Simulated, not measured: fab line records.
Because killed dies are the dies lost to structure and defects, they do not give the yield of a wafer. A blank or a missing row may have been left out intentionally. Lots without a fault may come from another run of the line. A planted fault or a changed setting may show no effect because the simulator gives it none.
Matching of chambers / flow nand_harc / NHARC_A_ONON_D1_DEP_33 on pecvd-04 has 3 sister chambers
The step deposits SiO2, target thk 200 nm. 14 wafers are shown with their chamber, then 7 later ones without.

== WAFERS WITH THEIR CHAMBER ==
wafer=L074.3; chamber=0; throttle_valve_pct (%)=16.6; heater_power_w (W)=506
wafer=L074.4; chamber=1; throttle_valve_pct (%)=16.7; heater_power_w (W)=403
wafer=L074.5; chamber=0; throttle_valve_pct (%)=16.6; heater_power_w (W)=510
wafer=L077.1; chamber=0; throttle_valve_pct (%)=16.8; heater_power_w (W)=539
wafer=L077.2; chamber=2; throttle_valve_pct (%)=15.1; heater_power_w (W)=548
wafer=L077.5; chamber=2; throttle_valve_pct (%)=15.0; heater_power_w (W)=574
wafer=L081.4; chamber=2; throttle_valve_pct (%)=15.3; heater_power_w (W)=541
wafer=L081.5; chamber=0; throttle_valve_pct (%)=15.8; heater_power_w (W)=590
wafer=L081.6; chamber=1; throttle_valve_pct (%)=16.7; heater_power_w (W)=446
wafer=L086.2; chamber=2; throttle_valve_pct (%)=15.1; heater_power_w (W)=514
wafer=L086.3; chamber=1; throttle_valve_pct (%)=16.8; heater_power_w (W)=476
wafer=L086.6; chamber=0; throttle_valve_pct (%)=15.9; heater_power_w (W)=536
wafer=L092.1; chamber=1; throttle_valve_pct (%)=16.7; heater_power_w (W)=469
wafer=L092.3; chamber=2; throttle_valve_pct (%)=15.3; heater_power_w (W)=611

SIGNATURES (means of the wafers above)
reading=throttle_valve_pct; chamber 0=16.340; chamber 1=16.725; chamber 2=15.160; scatter within a chamber=0.288
reading=heater_power_w; chamber 0=536.20; chamber 1=448.50; chamber 2=557.60; scatter within a chamber=34.6
Rule: for a wafer and a chamber, the distance is found by dividing, reading by reading, the gap between the wafer's reading and the chamber's mean by the reading's scatter, squaring, summing and taking the root. If the next closest chamber is less than 2 further off than the closest, the wafer can't be placed; otherwise it belongs to the closest. The scatter is the square root of a quotient: the sum, over the shown wafers, of each reading's squared deviation from its chamber's mean, divided by wafers minus chambers.

== WAFERS WITHOUT THEIR CHAMBER ==
wafer=L092.4; throttle_valve_pct (%)=16.3; heater_power_w (W)=473
wafer=L095.2; throttle_valve_pct (%)=16.2; heater_power_w (W)=511
wafer=L095.3; throttle_valve_pct (%)=15.1; heater_power_w (W)=594
wafer=L095.6; throttle_valve_pct (%)=16.3; heater_power_w (W)=536
wafer=L097.2; throttle_valve_pct (%)=15.9; heater_power_w (W)=583
wafer=L097.4; throttle_valve_pct (%)=17.1; heater_power_w (W)=500
wafer=L097.6; throttle_valve_pct (%)=16.1; heater_power_w (W)=443

== WHICH CHAMBER EACH WENT THROUGH ==
wafer=L092.4; from the rows above=can't be placed: 1 or 0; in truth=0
wafer=L095.2; from the rows above=can't be placed: 0 or 1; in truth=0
wafer=L095.3; from the rows above=2; in truth=2
wafer=L095.6; from the rows above=0; in truth=0
wafer=L097.2; from the rows above=can't be placed: 0 or 2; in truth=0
wafer=L097.4; from the rows above=can't be placed: 1 or 0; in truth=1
wafer=L097.6; from the rows above=can't be placed: 1 or 0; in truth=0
Correctly placed: 2 of 7. From these rows, 5 cannot be placed; in 5 the true chamber is one of the candidates. Number placed wrongly: 0.
